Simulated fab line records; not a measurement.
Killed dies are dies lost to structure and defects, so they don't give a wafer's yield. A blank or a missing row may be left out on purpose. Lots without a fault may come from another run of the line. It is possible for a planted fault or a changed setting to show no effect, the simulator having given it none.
Matching of chambers    flow nand_harc    NHARC_P_M2_ETCH_15 on rie_diel-06: 4 sister chambers
The step etches the open film in C4F8/Ar, target depth 182.5 nm, time 91.2 s. 18 wafers are shown with their chamber, then 9 later ones without.

== WAFERS WITH THEIR CHAMBER ==
wafer   chamber  rf_vpp_V (V)  chamber_pressure_mTorr (mTorr)  oes_product_au (a.u.)
L915.1  3        443.7         25.007                          0.954
L915.4  0        440.3         25.010                          0.944
L915.6  3        443.6         24.995                          0.957
L917.1  2        444.9         25.008                          0.918
L917.2  0        440.3         25.007                          0.910
L917.5  3        443.9         25.023                          0.924
L916.1  2        445.9         24.976                          0.974
L916.5  0        439.5         24.996                          0.946
L916.6  1        436.1         24.972                          0.963
L918.1  0        441.5         25.000                          0.970
L918.2  2        444.8         24.982                          0.974
L918.5  0        441.4         25.000                          0.968
L922.1  3        444.0         25.002                          0.968
L922.2  0        440.6         24.978                          0.947
L922.6  2        445.3         25.010                          0.962
L924.1  1        437.5         25.036                          0.921
L924.4  2        443.1         24.990                          0.923
L924.5  0        441.5         25.021                          0.913

SIGNATURES (means of the wafers above)
reading                 chamber 0  chamber 1  chamber 2  chamber 3  scatter within a chamber
rf_vpp_V                440.729    436.800    444.800    443.800    0.801
chamber_pressure_mTorr  25.00171   25.00400   24.99320   25.00675   0.0179
oes_product_au          0.94257    0.94200    0.95020    0.95075    0.0244
Rule: distance of a wafer from a chamber = root of the sum over the readings of ((wafer's reading minus chamber's mean) / reading's scatter) squared. If the next closest chamber is less than 2 further off than the closest, the wafer can't be placed; otherwise it belongs to the closest. The scatter: the root of (the sum of the squares of (reading less its chamber's mean) over the shown wafers, divided by (wafers less chambers)).

== WAFERS WHOSE CHAMBER IS MISSING ==
wafer   rf_vpp_V (V)  chamber_pressure_mTorr (mTorr)  oes_product_au (a.u.)
L926.1  439.9         24.972                          0.913
L926.4  446.7         25.011                          0.924
L926.6  444.1         25.012                          0.927
L932.1  444.5         25.003                          0.961
L932.2  438.6         24.989                          0.946
L932.6  444.6         24.991                          0.966
L933.3  439.8         25.003                          0.932
L933.4  445.2         24.980                          0.977
L933.6  441.1         25.008                          0.961

== THE CHAMBER EACH PASSED THROUGH ==
wafer   from the rows above      in truth
L926.1  0                        0
L926.4  can't be placed: 2 or 3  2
L926.6  can't be placed: 3 or 2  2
L932.1  can't be placed: 2 or 3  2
L932.2  can't be placed: 1 or 0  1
L932.6  can't be placed: 2 or 3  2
L933.3  0                        0
L933.4  can't be placed: 2 or 3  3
L933.6  0                        0
Placed correctly: 3 of 9. Can't be placed from these rows: 6 (the true chamber is among the candidates in 6). 0 placed wrongly.
